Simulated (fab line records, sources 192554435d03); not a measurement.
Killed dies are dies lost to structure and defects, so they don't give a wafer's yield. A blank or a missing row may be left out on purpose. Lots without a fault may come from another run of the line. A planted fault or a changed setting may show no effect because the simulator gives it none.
Split-lot experiment | flow n5_finfet | 7 lots, 21 wafers read, on a route of 1938 steps

THE SPLIT
At N5_SDB_COAT_05 (resist thk 90 nm), the setting spin_rpm was moved away from the recipe's 1500 rpm on 6 of the 21 wafers read, by -10.7% to +10.9%. The other wafers ran this setting at the recipe's value.

FROM THE SPLIT TO THE READING: what the file shows between them, 2 steps
- N5_SDB_EBR_07
- N5_SDB_SOFTBAKE_06: time 60 s

THE READING
CAR-ArF_of_SDB_COAT_05.thk_nm (the simulator's own value, which no gauge read), in nm, at N5_SDB_DESCUM_16 (chemistry O2, time 7.9 s). The file gives no usual value for it. The 15 wafers here that ran the recipe average 83.5 nm, standard deviation 0.22 nm.

wafer  | tool, chamber at the split | spin_rpm as run, rpm | against the recipe | CAR-ArF_of_SDB_COAT_05.thk_nm, nm | against lot-mates on the recipe
L074.3 | litho_track-03, 0          | 1500                 | recipe             | 83.8                              | -
L074.4 | litho_track-03, 0          | 1500                 | recipe             | 83.4                              | -
L074.6 | litho_track-03, 0          | 1500                 | recipe             | 83.4                              | -
L078.3 | litho_track-02, 0          | 1500                 | recipe             | 83.4                              | -
L078.4 | litho_track-02, 0          | 1340                 | -10.7%             | 88.2                              | +4.9
L078.5 | litho_track-02, 0          | 1500                 | recipe             | 83.2                              | -
L080.1 | litho_track-01, 0          | 1500                 | recipe             | 83.6                              | -
L080.5 | litho_track-01, 0          | 1500                 | recipe             | 83.6                              | -
L080.6 | litho_track-01, 0          | 1500                 | recipe             | 83.8                              | -
L083.1 | litho_track-02, 0          | 1664                 | +10.9%             | 79                                | -4.7
L083.4 | litho_track-02, 0          | 1500                 | recipe             | 84                                | -
L083.5 | litho_track-02, 0          | 1500                 | recipe             | 83.4                              | -
L084.3 | litho_track-01, 0          | 1500                 | recipe             | 83.4                              | -
L084.5 | litho_track-01, 0          | 1500                 | recipe             | 83.4                              | -
L084.4 | litho_track-01, 0          | 1500                 | recipe             | 83.6                              | -
L093.2 | litho_track-02, 0          | 1500                 | recipe             | 83.6                              | -
L093.4 | litho_track-02, 0          | 1368                 | -8.8%              | 87.6                              | +4.0
L093.6 | litho_track-02, 0          | 1368                 | -8.8%              | 87.6                              | +4.0
L094.2 | litho_track-01, 0          | 1412                 | -5.9%              | 86                                | +2.8
L094.5 | litho_track-01, 0          | 1500                 | recipe             | 83.2                              | -
L094.6 | litho_track-01, 0          | 1412                 | -5.9%              | 85.8                              | +2.6

THE FIT
A straight line over all 21 wafers: CAR-ArF_of_SDB_COAT_05.thk_nm changes by -0.434 nm for each +1% of spin_rpm; r = -0.99; the points scatter about the line by 0.22 nm.
The same after taking each lot's own level away (the mean of its wafers on the recipe; 21 wafers): -0.448 nm for each +1%; r = -1.00; scatter 0.15 nm.
On that fit, the largest move of spin_rpm shifts the reading by 4.9 nm.
The lots' own levels span 83.20 to 83.70 nm, that is 2.3 times the standard deviation above.
So the lot-to-lot level changes the slope little: the two slopes agree.
Check: with one of the wafers moved furthest among these (+10.9%) left out of the fit, the line predicts -5 nm for it against its lot-mates. It came out at -4.7 nm against them.

THE WHOLE CHAIN: every reading that the file lists as answering this split, in the file's order
step             | what it does             | reading                                                                        | change (the file's fit)               | r (the file's)
N5_SDB_COAT_05   | resist thk 90 nm         | CAR-ArF_of_SDB_COAT_05.thk_nm (the simulator's own value, which no gauge read) | -0.441 nm for each +1% of the setting | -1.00
N5_SDB_DESCUM_16 | chemistry O2, time 7.9 s | CAR-ArF_of_SDB_COAT_05.thk_nm (the simulator's own value, which no gauge read) | -0.448 nm for each +1% of the setting | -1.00

THE FILE'S OWN FIT
CAR-ArF_of_SDB_COAT_05.thk_nm changes by -0.448 nm for each +1% of spin_rpm, r = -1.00.
